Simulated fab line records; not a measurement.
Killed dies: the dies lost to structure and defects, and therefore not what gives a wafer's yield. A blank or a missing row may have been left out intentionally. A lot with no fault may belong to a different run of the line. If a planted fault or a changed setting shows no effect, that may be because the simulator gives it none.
Chamber matching / flow n5-finfet / rie-diel-01 running N5_BEOL_M0_SAQP_ETCH_88: 4 sister chambers
The step etches underlayer in N2/H2, target depth 6.5 nm, time 5.2 s. 30 wafers are shown with their chamber, then 12 later ones without.

EACH WAFER AND ITS CHAMBER
wafer=L077.2; chamber=3; showerhead-plenum-p-Torr (Torr)=2.44; drypump-motor-current-A (A)=5.7; throttle-valve-pct (%)=17.99
wafer=L077.3; chamber=2; showerhead-plenum-p-Torr (Torr)=2.64; drypump-motor-current-A (A)=6.4; throttle-valve-pct (%)=17.84
wafer=L077.5; chamber=0; showerhead-plenum-p-Torr (Torr)=2.60; drypump-motor-current-A (A)=5.8; throttle-valve-pct (%)=17.58
wafer=L080.1; chamber=3; showerhead-plenum-p-Torr (Torr)=2.44; drypump-motor-current-A (A)=5.7; throttle-valve-pct (%)=17.94
wafer=L080.2; chamber=0; showerhead-plenum-p-Torr (Torr)=2.60; drypump-motor-current-A (A)=5.8; throttle-valve-pct (%)=17.58
wafer=L080.3; chamber=1; showerhead-plenum-p-Torr (Torr)=2.45; drypump-motor-current-A (A)=5.9; throttle-valve-pct (%)=18.22
wafer=L080.4; chamber=2; showerhead-plenum-p-Torr (Torr)=2.63; drypump-motor-current-A (A)=6.3; throttle-valve-pct (%)=17.84
wafer=L080.5; chamber=0; showerhead-plenum-p-Torr (Torr)=2.60; drypump-motor-current-A (A)=5.8; throttle-valve-pct (%)=17.58
wafer=L080.6; chamber=1; showerhead-plenum-p-Torr (Torr)=2.45; drypump-motor-current-A (A)=5.9; throttle-valve-pct (%)=18.22
wafer=L081.1; chamber=0; showerhead-plenum-p-Torr (Torr)=2.60; drypump-motor-current-A (A)=5.8; throttle-valve-pct (%)=17.59
wafer=L081.2; chamber=1; showerhead-plenum-p-Torr (Torr)=2.45; drypump-motor-current-A (A)=5.9; throttle-valve-pct (%)=18.23
wafer=L081.3; chamber=2; showerhead-plenum-p-Torr (Torr)=2.63; drypump-motor-current-A (A)=6.4; throttle-valve-pct (%)=17.82
wafer=L081.4; chamber=3; showerhead-plenum-p-Torr (Torr)=2.44; drypump-motor-current-A (A)=5.7; throttle-valve-pct (%)=17.99
wafer=L081.5; chamber=3; showerhead-plenum-p-Torr (Torr)=2.44; drypump-motor-current-A (A)=5.7; throttle-valve-pct (%)=17.97
wafer=L081.6; chamber=2; showerhead-plenum-p-Torr (Torr)=2.63; drypump-motor-current-A (A)=6.3; throttle-valve-pct (%)=17.86
wafer=L082.1; chamber=0; showerhead-plenum-p-Torr (Torr)=2.60; drypump-motor-current-A (A)=5.8; throttle-valve-pct (%)=17.59
wafer=L082.2; chamber=2; showerhead-plenum-p-Torr (Torr)=2.63; drypump-motor-current-A (A)=6.4; throttle-valve-pct (%)=17.84
wafer=L082.3; chamber=3; showerhead-plenum-p-Torr (Torr)=2.44; drypump-motor-current-A (A)=5.7; throttle-valve-pct (%)=17.96
wafer=L087.2; chamber=3; showerhead-plenum-p-Torr (Torr)=2.44; drypump-motor-current-A (A)=5.7; throttle-valve-pct (%)=17.98
wafer=L087.3; chamber=1; showerhead-plenum-p-Torr (Torr)=2.44; drypump-motor-current-A (A)=5.9; throttle-valve-pct (%)=18.24
wafer=L087.6; chamber=2; showerhead-plenum-p-Torr (Torr)=2.63; drypump-motor-current-A (A)=6.4; throttle-valve-pct (%)=17.87
wafer=L089.1; chamber=1; showerhead-plenum-p-Torr (Torr)=2.44; drypump-motor-current-A (A)=5.9; throttle-valve-pct (%)=18.26
wafer=L089.2; chamber=3; showerhead-plenum-p-Torr (Torr)=2.43; drypump-motor-current-A (A)=5.7; throttle-valve-pct (%)=18.00
wafer=L089.3; chamber=0; showerhead-plenum-p-Torr (Torr)=2.59; drypump-motor-current-A (A)=5.8; throttle-valve-pct (%)=17.61
wafer=L089.4; chamber=2; showerhead-plenum-p-Torr (Torr)=2.63; drypump-motor-current-A (A)=6.3; throttle-valve-pct (%)=17.85
wafer=L089.5; chamber=2; showerhead-plenum-p-Torr (Torr)=2.63; drypump-motor-current-A (A)=6.3; throttle-valve-pct (%)=17.89
wafer=L089.6; chamber=3; showerhead-plenum-p-Torr (Torr)=2.43; drypump-motor-current-A (A)=5.7; throttle-valve-pct (%)=18.02
wafer=L090.1; chamber=3; showerhead-plenum-p-Torr (Torr)=2.43; drypump-motor-current-A (A)=5.7; throttle-valve-pct (%)=18.01
wafer=L090.2; chamber=0; showerhead-plenum-p-Torr (Torr)=2.59; drypump-motor-current-A (A)=5.8; throttle-valve-pct (%)=17.64
wafer=L090.3; chamber=1; showerhead-plenum-p-Torr (Torr)=2.44; drypump-motor-current-A (A)=5.9; throttle-valve-pct (%)=18.24

SIGNATURES (means of the wafers above)
reading=showerhead-plenum-p-Torr; chamber 0=2.5971; chamber 1=2.4450; chamber 2=2.6313; chamber 3=2.4367; scatter within a chamber=0.00472
reading=drypump-motor-current-A; chamber 0=5.800; chamber 1=5.900; chamber 2=6.350; chamber 3=5.700; scatter within a chamber=0.0277
reading=throttle-valve-pct; chamber 0=17.5957; chamber 1=18.2350; chamber 2=17.8513; chamber 3=17.9844; scatter within a chamber=0.0219
Rule: for each reading, subtract the chamber's mean from the wafer's reading, divide by that reading's scatter and square the result; add these up over the readings and take the root, which gives the wafer's distance from the chamber. If the next closest chamber is less than 2 further off than the closest, the wafer can't be placed; otherwise it belongs to the closest. The scatter: the root of (the sum of the squares of (reading less its chamber's mean) over the shown wafers, divided by (wafers less chambers)).

WAFERS WITH NO CHAMBER GIVEN
wafer=L090.4; showerhead-plenum-p-Torr (Torr)=2.63; drypump-motor-current-A (A)=6.4; throttle-valve-pct (%)=17.88
wafer=L090.5; showerhead-plenum-p-Torr (Torr)=2.43; drypump-motor-current-A (A)=5.7; throttle-valve-pct (%)=17.99
wafer=L090.6; showerhead-plenum-p-Torr (Torr)=2.63; drypump-motor-current-A (A)=6.3; throttle-valve-pct (%)=17.85
wafer=L091.2; showerhead-plenum-p-Torr (Torr)=2.59; drypump-motor-current-A (A)=5.8; throttle-valve-pct (%)=17.63
wafer=L091.4; showerhead-plenum-p-Torr (Torr)=2.44; drypump-motor-current-A (A)=5.9; throttle-valve-pct (%)=18.28
wafer=L091.5; showerhead-plenum-p-Torr (Torr)=2.62; drypump-motor-current-A (A)=6.3; throttle-valve-pct (%)=17.87
wafer=L093.1; showerhead-plenum-p-Torr (Torr)=2.59; drypump-motor-current-A (A)=5.8; throttle-valve-pct (%)=17.62
wafer=L093.2; showerhead-plenum-p-Torr (Torr)=2.43; drypump-motor-current-A (A)=5.7; throttle-valve-pct (%)=18.00
wafer=L093.6; showerhead-plenum-p-Torr (Torr)=2.44; drypump-motor-current-A (A)=5.9; throttle-valve-pct (%)=18.28
wafer=L095.1; showerhead-plenum-p-Torr (Torr)=2.62; drypump-motor-current-A (A)=6.4; throttle-valve-pct (%)=17.88
wafer=L095.3; showerhead-plenum-p-Torr (Torr)=2.43; drypump-motor-current-A (A)=5.7; throttle-valve-pct (%)=18.00
wafer=L095.5; showerhead-plenum-p-Torr (Torr)=2.43; drypump-motor-current-A (A)=5.7; throttle-valve-pct (%)=18.00

WHICH CHAMBER EACH ONE RAN IN
wafer=L090.4; from the rows above=2; in truth=2
wafer=L090.5; from the rows above=3; in truth=3
wafer=L090.6; from the rows above=2; in truth=2
wafer=L091.2; from the rows above=0; in truth=0
wafer=L091.4; from the rows above=1; in truth=1
wafer=L091.5; from the rows above=2; in truth=2
wafer=L093.1; from the rows above=0; in truth=0
wafer=L093.2; from the rows above=3; in truth=3
wafer=L093.6; from the rows above=1; in truth=1
wafer=L095.1; from the rows above=2; in truth=2
wafer=L095.3; from the rows above=3; in truth=3
wafer=L095.5; from the rows above=3; in truth=3
Correct placement for 12 of the 12. Number that these rows cannot place: 0. Wrongly placed: 0.
